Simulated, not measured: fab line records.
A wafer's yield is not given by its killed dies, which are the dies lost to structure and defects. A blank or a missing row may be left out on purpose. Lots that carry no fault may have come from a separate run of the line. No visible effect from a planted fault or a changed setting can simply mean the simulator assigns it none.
fab line records	flow n5-finfet
[record] lots = 6	wafers = 18	last-day = 17
route steps=1938 shown BEOL_M14@1761 BEOL_M15@1773
lots with no fault: from the same line, run without faults
start-h: hours from the record's opening day to when the first of the lot's shown wafers began	wait-h: hours since the lot's step before	" identical to the entry in the row above	L1.1+2: a single row standing in for several wafers	- no value, or no start given	* or withheld: withheld	< > ~ a bound
route shown NAME@n: a module of which the file shows steps, and the number in the route of the first	usual: mean/standard deviation of fault-free wafers	same: alike in all rows	chamber/n: place in a boat	sites: readings site by site	_std_site: the values' standard deviation	_edge_site: inner sites' mean taken away from outer sites' mean	radius-mm: for every site, how far away it sits from the centre of the wafer	mask NAME#n: copy n	behind: the most recent tool/chamber to have shaped the wafer	hold: why the lot went on hold/how many hours it stayed there/how the hold came to an end	device: transistor that didn't switch, given as n, p or np	end of line: the tests these same wafers got at the end of their route	where a step has no rows: the recipe by itself	killed: not the wafer's yield, but the dies lost to structure and defects at the first sort	map: the dies of a wafer, with x for killed, . for not killed, _ for no die there
set.NAME: the setting the step ran with; set.NAME@STEP: the setting that earlier step ran with	model.NAME: the simulator's own value behind a step, which no gauge read
lots at selected steps of the route; one table per step, one row per wafer
services: the hour from which a tool's chamber was out of use, counted from the record's first day as start-h (under 0 if before that day), plus the number of hours and why
[[steps]]
[step N5_BEOL_M14_PRE_CLEAN_42]
[recipe] gas = H2/He	time-s = 30	temp-c = 300
[usual] heater-power-w = 475/67	susceptor-temp-C = 299.99/0.2
[same] time-s = 30
lot.wafer	tool	chamber	start-h	wait-h	heater-power-w	susceptor-temp-C
L149.1	pvd-sputter-01	-	313.91	0.0	404	300.20
L149.2	"	-	"	"	444	299.94
L149.6	"	-	"	"	457	299.95
L151.1	pvd-sputter-02	-	313.93	0.0	503	300.19
L151.2	"	-	"	"	439	299.96
L151.5	"	-	"	"	504	299.81
L160.1	pvd-sputter-01	-	387.16	0.0	450	300.00
L160.2	"	-	"	"	403	300.04
L160.4	"	-	"	"	497	300.09
L161.2	pvd-sputter-01	-	387.94	0.0	440	299.76
L161.5	"	-	"	"	401	300.14
L161.6	"	-	"	"	496	299.58
L166.1	pvd-sputter-03	-	390.11	0.0	613	299.92
L166.4	"	-	"	"	385	300.15
L166.5	"	-	"	"	386	300.05
L163.1	pvd-sputter-03	-	391.09	0.0	451	299.83
L163.2	"	-	"	"	588	300.09
L163.6	"	-	"	"	387	299.69
[step N5_BEOL_M14_SPUTTER_43]
[recipe] material = TaN	target-thk-a = 150	temp-c = 50	bias-v = 168.6	power-w = 15000	chamber-pressure-pa = 0.12	time-s = 24.19
[step N5_BEOL_M14_SPUTTER_44]
[recipe] material = Ta	target-thk-a = 150	temp-c = 50	bias-v = 80	power-w = 15000	chamber-pressure-pa = 0.07	time-s = 24.19
[usual] bias-v = 79.9/0.85	cathode-dc-power-W = 15000/2.8	substrate-temp-c = 50.00/0.11	susceptor-temp-C = 50.01/0.13	throttle-valve-pct = 29.7/0.93
[same] time-s = 24.19
lot.wafer	tool	chamber	start-h	wait-h	bias-v	cathode-dc-power-W	substrate-temp-c	susceptor-temp-C	throttle-valve-pct
L149.1	pvd-sputter-01	-	314.03	0.0	79.5	14991	50.01	50.15	28.6
L149.2	"	-	"	"	80.4	14998	50.18	49.81	28.5
L149.6	"	-	"	"	81.0	15003	50.16	50.14	30.1
L151.1	pvd-sputter-02	-	314.05	0.0	79.7	15002	50.05	50.08	29.3
L151.2	"	-	"	"	78.4	15004	50.23	50.08	28.7
L151.5	"	-	"	"	80.1	14998	49.98	50.01	29.8
L160.1	pvd-sputter-01	-	387.28	0.0	80.0	15004	50.02	50.17	28.6
L160.2	"	-	"	"	80.6	15002	50.07	50.07	28.7
L160.4	"	-	"	"	79.4	15000	50.04	50.13	31.4
L161.2	pvd-sputter-01	-	388.06	0.0	81.2	15004	49.86	50.14	30.1
L161.5	"	-	"	"	79.7	14999	49.90	50.19	28.6
L161.6	"	-	"	"	78.4	14997	49.84	49.97	31.6
L166.1	pvd-sputter-03	-	390.23	0.0	78.8	14999	49.92	50.16	29.3
L166.4	"	-	"	"	79.2	15001	50.04	49.93	29.9
L166.5	"	-	"	"	79.2	14998	50.06	49.86	30.0
L163.1	pvd-sputter-03	-	391.21	0.0	80.3	14997	49.93	50.21	31.5
L163.2	"	-	"	"	79.6	14998	50.13	50.00	29.3
L163.6	"	-	"	"	78.3	15001	49.99	50.00	29.9
[step N5_BEOL_M14_SPUTTER_45]
[recipe] material = Cu	target-thk-a = 1000	temp-c = -20	bias-v = 60	power-w = 26000	chamber-pressure-pa = 0.13	time-s = 16.67
[step N5_BEOL_M14_ECD_47]
[recipe] material = Cu	target-thk-a = 12480
[step N5_BEOL_M14_ANNEAL_48]
[recipe] temp-c = 225	time-s = 90	ambient = N2
[step N5_BEOL_M14_CMP_49]
[recipe] stop-on = SiO2	t-overpolish-s = 5.2	down-force-psi = 2	platen-rpm = 80	clearing-platen-down-force-psi = 2	clearing-platen-rpm = 80	post-cmp-clean = cu-alkaline	target-thk-nm = 560	clearing-platen-pad-velocity-m-s = 1.5917	pad-velocity-m-s = 1.5917
[step N5_BEOL_M14_THK_MEAS_50]
[recipe] thk-meas-gauge = xrf	reads = Cu_of_BEOL_M14_ECD_47
[usual] M14_THK = 560/12
lot.wafer	tool	chamber	start-h	wait-h	M14_THK[nm]
L149.1	film-metro-02	-	315.08	-	571
L149.2	"	-	"	"	547
L149.6	"	-	"	"	540
L151.1	film-metro-02	-	315.16	-	550
L151.2	"	-	"	"	575
L151.5	"	-	"	"	552
L160.1	film-metro-02	-	388.26	-	552
L160.2	"	-	"	"	558
L160.4	"	-	"	"	577
L161.2	film-metro-02	-	389.04	-	549
L161.5	"	-	"	"	570
L161.6	"	-	"	"	578
L166.1	film-metro-02	-	391.22	-	564
L166.4	"	-	"	"	568
L166.5	"	-	"	"	565
L163.1	film-metro-02	-	392.19	-	565
L163.2	"	-	"	"	550
L163.6	"	-	"	"	575
[step N5_BEOL_M14_PRE_CLEAN_52]
[recipe] gas = NH3	time-s = 15	temp-c = withheld	rf-power-w = 300
[step N5_BEOL_M14_DEP_53]
[recipe] material = SiCN	target-thk-a = 500	temp-c = withheld	precursor = 3MS/NH3	pressure-torr = 3	rf-w = 675	time-s = 17.8
[step N5_BEOL_M14_RS_MEAS_54]
[recipe] thk-meas-gauge = four-point-probe	reads = Cu_of_BEOL_M14_ECD_47+Ta_of_BEOL_M14_SPUTTER_44+TaN_of_BEOL_M14_SPUTTER_43
[usual] M14_RS = 0.0328/0.00067
lot.wafer	tool	chamber	start-h	wait-h	M14_RS[ohm/sq]
L149.1	film-metro-01	-	315.24	0.1	0.0319
L149.2	"	-	"	"	0.0332
L149.6	"	-	"	"	0.0336
L151.1	film-metro-02	-	315.33	0.1	0.0328
L151.2	"	-	"	"	0.0314
L151.5	"	-	"	"	0.0326
L160.1	film-metro-02	-	388.39	0.0	0.0338
L160.2	"	-	"	"	0.0332
L160.4	"	-	"	"	0.0319
L161.2	film-metro-02	-	389.17	0.1	0.0336
L161.5	"	-	"	"	0.0325
L161.6	"	-	"	"	0.0320
L166.1	film-metro-01	-	391.35	0.0	0.0328
L166.4	"	-	"	"	0.0325
L166.5	"	-	"	"	0.0329
L163.1	film-metro-02	-	392.34	0.1	0.0327
L163.2	"	-	"	"	0.0334
L163.6	"	-	"	"	0.0322
[step N5_BEOL_M14_INSPECT_55]
[recipe] inspect-instrument = darkfield	mode = post-dep
[usual] raw-defect-count = 71/24
lot.wafer	tool	chamber	start-h	wait-h	raw-defect-count
L149.1	defect-inspect-02	-	315.27	0.0	83
L149.2	"	-	"	"	73
L149.6	"	-	"	"	108
L151.1	defect-inspect-02	-	315.36	0.0	167
L151.2	"	-	"	"	105
L151.5	"	-	"	"	107
L160.1	defect-inspect-02	-	388.41	0.0	105
L160.2	"	-	"	"	83
L160.4	"	-	"	"	121
L161.2	defect-inspect-02	-	389.19	0.0	71
L161.5	"	-	"	"	27
L161.6	"	-	"	"	75
L166.1	defect-inspect-01	-	391.37	0.0	82
L166.4	"	-	"	"	75
L166.5	"	-	"	"	57
L163.1	defect-inspect-01	-	392.37	0.0	69
L163.2	"	-	"	"	100
L163.6	"	-	"	"	68
[step N5_BEOL_M15_ILD_DEP_00]
[recipe] material = SiO2	target-thk-a = 16293	temp-c = 400	precursor = TEOS/O2	pressure-torr = 6.5	rf-w = 900	teos-flow-sccm = 161.4	gas = O2	flow-sccm = 2650	time-s = 346.1
[usual] chamber-pressure-Torr = 6.499/0.015	heater-power-outer-w = 273/47	heater-power-w = 516/74	showerhead-plenum-p-Torr = 8.33/0.033	susceptor-temp-C = 399.96/0.22	throttle-valve-pct = 18.2/1.1	time-s = 346.1/0
lot.wafer	tool	chamber	start-h	wait-h	chamber-pressure-Torr	heater-power-outer-w	heater-power-w	showerhead-plenum-p-Torr	susceptor-temp-C	throttle-valve-pct	time-s
L149.1	pecvd-03	1	315.31	0.0	6.514	311	600	8.31	399.68	18.0	346.1
L149.2	"	2	"	"	6.511	259	500	8.38	399.99	16.5	346.1
L149.6	"	0	"	"	6.497	232	431	8.33	399.83	19.8	346.1
L151.1	pecvd-01	2	315.39	0.0	6.499	305	514	8.29	399.77	18.2	346.1
L151.2	"	0	"	"	6.497	311	583	8.36	399.81	19.6	346.1
L151.5	"	0	"	"	6.492	235	466	8.33	399.77	20.0	346.1
L160.1	pecvd-03	1	388.45	0.0	-	-	-	-	-	-	-
L160.2	"	0	"	"	-	-	-	-	-	-	-
L160.4	"	2	"	"	-	-	-	-	-	-	-
L161.2	pecvd-04	2	389.23	0.0	-	-	-	-	-	-	-
L161.5	"	0	"	"	-	-	-	-	-	-	-
L161.6	"	2	"	"	-	-	-	-	-	-	-
L166.1	pecvd-03	1	391.41	0.0	6.503	317	628	8.32	400.06	18.2	346.1
L166.4	"	0	"	"	6.511	329	565	8.33	399.88	20.2	346.1
L166.5	"	1	"	"	6.453	206	466	8.29	399.88	18.2	346.1
L163.1	pecvd-01	1	392.41	0.0	6.494	200	490	8.27	400.18	17.7	346.1
L163.2	"	2	"	"	6.515	271	461	8.30	400.19	18.5	346.1
L163.6	"	2	"	"	6.496	312	527	8.28	400.19	18.6	346.1
[step N5_BEOL_M15_COAT_58]
[recipe] resist = BARC	temp-c = 205	time-s = 60	spin-rpm = 1500	resist-thk-nm = 89
[step N5_BEOL_M15_COAT_04]
[recipe] spin-rpm = 1704	resist-thk-nm = 800
[step N5_BEOL_M15_EBR_06]
[recipe] solvent = PGMEA	ebr-width-mm = 1.5
[step N5_BEOL_M15_SOFTBAKE_05]
[recipe] temp-c = 130	time-s = 60
[step N5_BEOL_M15_EXPOSE_07]
[recipe] mask-id = V14	na = 0.8	source-shape = annular	sigma-inner = 0.5	sigma-outer = 0.8	polarization = unpolarized	attpsm-phase-deg = 180	dose-mj = 41.25
[step N5_BEOL_M15_PEB_08]
[recipe] peb-temp-c = 130	peb-time-s = 90
[step N5_BEOL_M15_DEVELOP_09]
[recipe] develop-time-s = 45	rinse-liquid = diw	dry = air-spin	dev-temp-c = 21
[step N5_BEOL_M15_HARDBAKE_14]
[recipe] temp-c = 130	time-s = 120
[step N5_BEOL_M15_CD_MEAS_10]
[recipe] target-cd-nm = 360	landing-energy-ev = 500	detector = se-inlens	polarity = opening
[usual] cd-nm = 360.6/1.6
[same] landing-energy-ev = 500
lot.wafer	tool	chamber	start-h	wait-h	cd-nm
L149.1	cd-sem-02	0	315.99	-	362.4
L149.2	"	0	"	"	360.5
L149.6	"	0	"	"	362.3
L151.1	cd-sem-01	0	316.03	-	362.2
L151.2	"	0	"	"	361.8
L151.5	"	0	"	"	362.4
L160.1	cd-sem-03	0	389.00	-	361.7
L160.2	"	0	"	"	361.1
L160.4	"	0	"	"	362.9
L161.2	cd-sem-01	0	389.91	-	361.7
L161.5	"	0	"	"	358.7
L161.6	"	0	"	"	359.1
L166.1	cd-sem-01	0	391.97	-	358.8
L166.4	"	0	"	"	359.7
L166.5	"	0	"	"	359.3
L163.1	cd-sem-01	0	392.96	-	362.5
L163.2	"	0	"	"	360.1
L163.6	"	0	"	"	363.2
[step N5_BEOL_M15_OVL_MEAS_11]
[recipe] points-per-wafer = 44
[usual] V14_OVL = 1/4.8
lot.wafer	tool	chamber	start-h	wait-h	V14_OVL[nm]
L149.1	overlay-02	0	316.03	0.0	1
L149.2	"	0	"	"	-6
L149.6	"	0	"	"	2
L151.1	overlay-02	0	316.06	0.0	9
L151.2	"	0	"	"	3
L151.5	"	0	"	"	4
L160.1	overlay-01	0	389.03	0.0	-3
L160.2	"	0	"	"	6
L160.4	"	0	"	"	5
L161.2	overlay-01	0	389.94	0.0	6
L161.5	"	0	"	"	-3
L161.6	"	0	"	"	-7
L166.1	overlay-01	0	392.00	0.0	-5
L166.4	"	0	"	"	1
L166.5	"	0	"	"	1
L163.1	overlay-01	0	392.99	0.0	-2
L163.2	"	0	"	"	-2
L163.6	"	0	"	"	2
[step N5_BEOL_M15_INSPECT_12]
[recipe] mode = adi	inspect-instrument = macro
[usual] raw-defect-count = 1.8/1.3
lot.wafer	tool	chamber	start-h	wait-h	raw-defect-count
L149.1	defect-inspect-01	-	316.05	0.0	3
L149.2	"	-	"	"	2
L149.6	"	-	"	"	0
L151.1	defect-inspect-02	-	316.08	0.0	1
L151.2	"	-	"	"	0
L151.5	"	-	"	"	1
L160.1	defect-inspect-02	-	389.06	0.0	2
L160.2	"	-	"	"	1
L160.4	"	-	"	"	2
L161.2	defect-inspect-02	-	389.97	0.0	0
L161.5	"	-	"	"	4
L161.6	"	-	"	"	3
L166.1	defect-inspect-02	-	392.03	0.0	1
L166.4	"	-	"	"	1
L166.5	"	-	"	"	3
L163.1	defect-inspect-01	-	393.02	0.0	2
L163.2	"	-	"	"	2
L163.6	"	-	"	"	2
[step N5_BEOL_M15_DESCUM_15]
[recipe] chemistry = O2	time-s = 7.9	source-power-w = 50	bias-power-w = 20	pressure-mtorr = 20	rf-frequency-hz = 2.712e+07	temp-c = 40	o2-flow-sccm = 225
[usual] chamber-pressure-mTorr = 20.002/0.028	drypump-motor-current-A = 5.6/0.47	oes-product-au = 0.81/0.082	rf-vpp-V = 243.0/1.4	showerhead-plenum-p-Torr = 2.08/0.078	throttle-valve-pct = 20.52/0.21
[same] time-s = 7.9
lot.wafer	tool	chamber	start-h	wait-h	chamber-pressure-mTorr	drypump-motor-current-A	oes-product-au	rf-hours-counter-h	rf-vpp-V	showerhead-plenum-p-Torr	throttle-valve-pct
L149.1	rie-diel-05	0	316.08	0.0	20.013	4.7	0.69	236	244.5	2.16	20.79
L149.2	"	1	"	"	19.985	5.8	0.84	93	245.2	2.22	20.78
L149.6	"	0	"	"	20.008	4.7	0.68	-	245.2	2.16	20.78
L151.1	rie-diel-01	2	316.17	0.1	19.961	5.1	0.81	81	244.3	2.13	20.32
L151.2	"	3	"	"	19.998	6.4	0.84	70	241.6	2.01	20.28
L151.5	"	1	"	"	20.039	6.2	0.69	-	244.3	2.17	20.63
L160.1	rie-diel-01	2	389.09	0.0	20.002	5.1	0.78	106	243.5	2.12	20.37
L160.2	"	1	"	"	19.995	6.2	0.96	9	243.9	2.17	20.23
L160.4	"	0	"	"	19.983	6.1	0.84	51	243.4	2.11	20.48
L161.2	rie-diel-04	2	390.07	0.1	20.001	5.5	0.72	197	241.3	1.97	20.25
L161.5	"	2	"	"	19.977	5.5	0.71	-	243.1	1.97	20.24
L161.6	"	1	"	"	19.982	5.8	0.78	-	242.9	2.02	20.66
L166.1	rie-diel-05	1	392.06	0.0	19.994	5.9	0.80	119	244.6	2.21	20.81
L166.4	"	0	"	"	20.008	4.7	0.98	-	242.8	2.15	20.38
L166.5	"	2	"	"	19.996	5.5	0.71	-	241.0	2.01	20.75
L163.1	rie-diel-05	2	393.05	0.0	20.251	5.5	0.72	207	241.0	2.01	20.75
L163.2	"	0	"	"	20.031	4.7	0.97	5	243.8	2.15	20.38
L163.6	"	2	"	"	20.015	5.5	0.72	-	241.1	2.01	20.75
[step N5_BEOL_M15_ETCH_59]
[recipe] chemistry = N2/H2	target = BARC	target-depth-a = 890	overetch-a = 267	time-s = 67.9	ion-energy-ev = 200	pressure-mtorr = 30	source-w = 840	bias-w = 150	n2-flow-sccm = 200	h2-flow-sccm = 200
[usual] bias-w = 150.0/0.46	chamber-pressure-mTorr = 30.000/0.028	drypump-motor-current-A = 5.6/0.47	oes-product-au = 0.69/0.066	rf-vpp-V = 523.3/2.5	showerhead-plenum-p-Torr = 2.52/0.095	throttle-valve-pct = 17.93/0.19
[same] time-s = 67.9
lot.wafer	tool	chamber	start-h	wait-h	bias-w	chamber-pressure-mTorr	drypump-motor-current-A	oes-product-au	rf-hours-counter-h	rf-vpp-V	showerhead-plenum-p-Torr	throttle-valve-pct
L149.1	rie-diel-05	0	316.12	0.0	149.6	30.000	4.7	0.59	236	525.7	2.63	18.20
L149.2	"	1	"	"	150.7	29.944	5.9	0.71	93	527.7	2.68	18.22
L149.6	"	0	"	"	149.4	29.963	4.7	0.59	-	525.6	2.63	18.20
L151.1	rie-diel-01	2	316.21	0.0	150.7	29.994	5.1	0.69	81	524.5	2.58	17.78
L151.2	"	3	"	"	150.3	30.017	6.3	0.72	70	521.4	2.46	17.77
L151.5	"	1	"	"	150.2	30.016	6.2	0.58	-	526.1	2.60	17.94
L160.1	rie-diel-01	2	389.13	0.0	150.0	30.000	5.1	0.67	106	526.2	2.57	17.82
L160.2	"	1	"	"	150.3	29.979	6.1	0.79	9	524.5	2.60	17.52
L160.4	"	0	"	"	149.5	29.993	6.1	0.72	51	524.9	2.60	18.13
L161.2	rie-diel-04	2	390.11	0.0	150.1	30.005	5.5	0.62	197	520.7	2.41	17.69
L161.5	"	2	"	"	150.7	30.020	5.5	0.62	-	519.7	2.41	17.70
L161.6	"	1	"	"	150.0	30.029	5.7	0.68	-	521.0	2.45	18.03
L166.1	rie-diel-05	1	392.10	0.0	149.9	30.014	5.9	0.69	119	526.8	2.67	18.26
L166.4	"	0	"	"	150.3	30.007	4.7	0.81	-	525.2	2.63	17.78
L166.5	"	2	"	"	150.3	30.031	5.5	0.61	-	519.2	2.40	17.85
L163.1	rie-diel-05	2	393.09	0.0	150.3	30.033	5.5	0.60	207	519.4	2.40	17.85
L163.2	"	0	"	"	151.4	30.020	4.7	0.81	5	525.5	2.62	17.78
L163.6	"	2	"	"	150.2	30.035	5.5	0.61	-	521.1	2.40	17.84
[step N5_BEOL_M15_VIA_ETCH_16]
[recipe] chemistry = C4F8/O2/Ar	target = SiO2	he-inner-torr = 15	he-outer-torr = 30	target-depth-a = 17922	time-s = withheld	ion-energy-ev = 800	pressure-mtorr = 20	source-w = 1905	bias-w = 2040	Ar_flow_sccm = 400	C4F8_flow_sccm = 16	O2_flow_sccm = 12	ends = cleared
[usual] bias-w = 2041/6.7	chamber-pressure-mTorr = 20.000/0.018	drypump-motor-current-A = 5.6/0.47	oes-product-au = 0.73/0.075	rf-vpp-V = 2208/37	showerhead-plenum-p-Torr = 3.42/0.1	throttle-valve-pct = 31.01/0.25
lot.wafer	tool	chamber	start-h	wait-h	bias-w	chamber-pressure-mTorr	drypump-motor-current-A	oes-product-au	rf-vpp-V	showerhead-plenum-p-Torr	throttle-valve-pct	model.etch.depth-nm	model.coat_of_BEOL_M15_COAT_04.thk-nm
L149.1	rie-diel-05	0	316.17	0.0	2036	19.998	4.7	0.62	2205	3.52	31.02	1600	342.2
L149.2	"	1	"	"	2035	19.988	5.9	0.75	2215	3.61	31.29	1577	336.6
L149.6	"	0	"	"	2036	20.002	4.7	0.62	2204	3.52	31.02	1569	347.2
L151.1	rie-diel-01	2	316.26	0.0	2034	20.015	5.1	0.74	2211	3.46	30.60	1629	321.6
L151.2	"	3	"	"	2032	19.990	6.3	0.75	2201	3.38	31.13	1615	348.8
L151.5	"	1	"	"	2039	20.001	6.2	0.62	2220	3.49	30.63	1657	315.2
L160.1	rie-diel-01	2	389.18	0.0	2041	19.995	5.1	0.30	2212	3.45	29.94	0	709.4
L160.2	"	1	"	"	2051	20.014	6.2	0.36	2220	3.48	29.62	0	703.8
L160.4	"	0	"	"	2044	20.020	6.2	0.31	2308	3.50	30.48	0	708.6
L161.2	rie-diel-04	2	390.16	0.0	2033	20.001	5.5	0.28	2129	3.29	30.04	0	716.8
L161.5	"	2	"	"	2035	20.015	5.5	0.28	2127	3.29	30.05	0	714.8
L161.6	"	1	"	"	2041	20.022	5.8	0.29	2202	3.31	30.36	0	714.4
L166.1	rie-diel-05	1	392.15	0.0	2049	19.988	5.9	0.72	2212	3.60	31.30	1601	334.4
L166.4	"	0	"	"	2040	19.991	4.7	0.88	2206	3.51	30.76	1621	334.2
L166.5	"	2	"	"	2042	20.025	5.5	0.64	2184	3.31	31.25	1625	334
L163.1	rie-diel-05	2	393.14	0.0	2044	20.022	5.5	0.66	2183	3.31	31.26	1618	333.2
L163.2	"	0	"	"	2055	19.980	4.7	0.88	2205	3.51	30.77	1642	328
L163.6	"	2	"	"	2036	20.001	5.5	0.65	2183	3.31	31.24	1668	323
[step N5_BEOL_M15_STRIP_63]
[recipe] chemistry = O2	power-w = 600	temp-c = 60	pressure-mtorr = 30	rf-frequency-hz = 6e+07	bias-power-w = 0	overash-fraction = 0.3	o2-flow-sccm = 225
[step N5_BEOL_M15_STRIP_64]
[recipe] chemistry = O2	power-w = 600	temp-c = 60	pressure-mtorr = 30	rf-frequency-hz = 6e+07	bias-power-w = 0	overash-fraction = 0.3	o2-flow-sccm = 225
[usual] chamber-pressure-mTorr = 29.999/0.028	drypump-motor-current-A = 5.6/0.47	oes-product-au = 0.81/0.083	rf-vpp-V = 3.7/0.48	showerhead-plenum-p-Torr = 2.09/0.078	throttle-valve-pct = 16.73/0.19
lot.wafer	tool	chamber	start-h	wait-h	chamber-pressure-mTorr	drypump-motor-current-A	oes-product-au	rf-hours-counter-h	rf-vpp-V	showerhead-plenum-p-Torr	throttle-valve-pct
L149.1	rie-diel-05	0	-	-	30.017	4.7	0.69	236	3.4	2.16	17.00
L149.2	"	1	"	"	30.069	5.9	0.84	93	3.0	2.22	16.96
L149.6	"	0	"	"	30.000	4.7	0.69	-	4.7	2.16	17.01
L151.1	rie-diel-01	2	-	-	29.959	5.1	0.80	81	3.0	2.13	16.56
L151.2	"	3	"	"	30.042	6.3	0.84	70	3.7	2.01	16.55
L151.5	"	1	"	"	30.030	6.2	0.69	-	2.8	2.18	16.85
L160.1	rie-diel-01	2	-	-	29.954	5.1	0.78	107	3.2	2.12	16.62
L160.2	"	1	"	"	30.014	6.1	0.95	9	4.1	2.17	16.41
L160.4	"	0	"	"	29.929	6.1	0.85	51	3.6	2.12	16.72
L161.2	rie-diel-04	2	-	-	30.011	5.5	0.72	197	3.7	1.98	16.56
L161.5	"	2	"	"	29.949	5.5	0.72	-	3.8	1.98	16.58
L161.6	"	1	"	"	30.012	5.8	0.78	-	3.4	2.03	16.83
L166.1	rie-diel-05	1	-	-	29.993	5.9	0.81	119	3.8	2.21	17.01
L166.4	"	0	"	"	30.061	4.7	0.98	-	4.2	2.16	16.56
L166.5	"	2	"	"	30.005	5.5	0.71	-	3.4	2.01	16.94
L163.1	rie-diel-05	2	-	-	30.045	5.5	0.73	207	3.6	2.01	16.93
L163.2	"	0	"	"	30.004	4.7	0.99	5	3.7	2.16	16.57
L163.6	"	2	"	"	29.961	5.5	0.72	-	3.3	2.01	16.93
[step N5_BEOL_M15_STRIP_65]
[recipe] chemistry = post-etch-residue-remover	time-s = 60	temp-c = 25	remover-ph = withheld	remover-water-wt-pct = withheld	remover-fluoride-wt-pct = withheld
[step N5_BEOL_M15_SRD_66]
[recipe] time-s = 30	temp-c = 23	rinse-liquid = diw	dry = n2-spin	spin-rpm = 1500	dry-time-s = 30
[step N5_BEOL_M15_CD_MEAS_17]
[recipe] target-cd-nm = 360	polarity = opening
[usual] cd-nm = 361.7/1.9
lot.wafer	tool	chamber	start-h	wait-h	cd-nm
L149.1	cd-sem-02	-	316.58	0.0	362.2
L149.2	"	-	"	"	361.1
L149.6	"	-	"	"	362.5
L151.1	cd-sem-01	-	316.67	0.0	363.2
L151.2	"	-	"	"	361.1
L151.5	"	-	"	"	365.2
L160.1	cd-sem-02	-	389.59	0.0	-
L160.2	"	-	"	"	-
L160.4	"	-	"	"	-
L161.2	cd-sem-02	-	390.57	0.0	-
L161.5	"	-	"	"	-
L161.6	"	-	"	"	-
L166.1	cd-sem-02	-	392.56	0.0	359.0
L166.4	"	-	"	"	363.2
L166.5	"	-	"	"	361.1
L163.1	cd-sem-01	-	393.55	0.0	363.9
L163.2	"	-	"	"	362.6
L163.6	"	-	"	"	365.9
[step N5_BEOL_M15_COAT_56]
[recipe] resist = SOC	temp-c = 250	time-s = 60	spin-rpm = 1500	resist-thk-nm = 550
[[services]]
tool	chamber	start-h	hours	kind
pecvd-04	-	296.71	4.4	repair
rie-diel-04	3	297.44	-	clean
rie-diel-04	3	297.44	-	consumable-replace:focus-ring
rie-diel-04	3	297.44	27.5	scheduled-down
rie-diel-04	3	297.44	27.5	vent-cycle
rie-diel-01	0	301.70	3.2	repair
pecvd-04	0	336.82	-	clean
pecvd-04	0	336.82	29.5	scheduled-down
pecvd-04	0	336.82	29.5	vent-cycle
rie-diel-01	1	338.42	-	clean
rie-diel-01	1	338.42	-	consumable-replace:focus-ring
rie-diel-01	1	338.42	24.1	scheduled-down
rie-diel-01	1	338.42	24.1	vent-cycle
rie-diel-05	0	365.49	-	clean
rie-diel-05	0	365.49	-	consumable-replace:focus-ring
rie-diel-05	0	365.49	13.6	scheduled-down
rie-diel-05	0	365.49	13.6	vent-cycle
pvd-sputter-01	-	376.86	2.8	repair
rie-diel-01	0	378.42	9.6	repair
pecvd-03	1	378.82	2.1	scheduled-down
rie-diel-05	3	378.97	14.3	repair
rie-diel-05	0	379.15	1.6	repair
[[key]]
[first-sign] step = N5_BEOL_M15_ILD_DEP_00	reading = tool-record	direction = missing
[effect] step = N5_BEOL_M15_VIA_ETCH_16	reading = oes-product-au	direction = down	sigmas = 5.8	usual = 0.73	struck = 0.30
[effect] step = N5_BEOL_M15_CD_MEAS_17	reading = cd-nm	direction = missing
[model-effect] step = N5_BEOL_M15_VIA_ETCH_16	value = etch.depth-nm	without = 1618	struck = 0
met-at N5_BEOL_M15_ILD_DEP_00
struck-wafers L160.1,L160.2,L160.4,L161.2,L161.5,L161.6
later-rows-left-out L160.1,L160.2,L160.4,L161.2,L161.5,L161.6
sort-left-out L160.1,L160.2,L160.4,L161.2,L161.5,L161.6
onset-between 315.31 388.45
[fault] kind = skipped-step-whole	tool = pecvd-03,pecvd-04	chamber = -	onset-h = 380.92	steps = N5_BEOL_M15_ILD_DEP_00	scope = struck-lots-only
// sort-left-out: the simulated sort isn't trusted on such a fault, so these wafers' sort isn't shown, and their yield isn't known
// later-rows-left-out: the simulator's readings of these wafers behind a module that went badly wrong aren't trusted and aren't shown, but for the sort
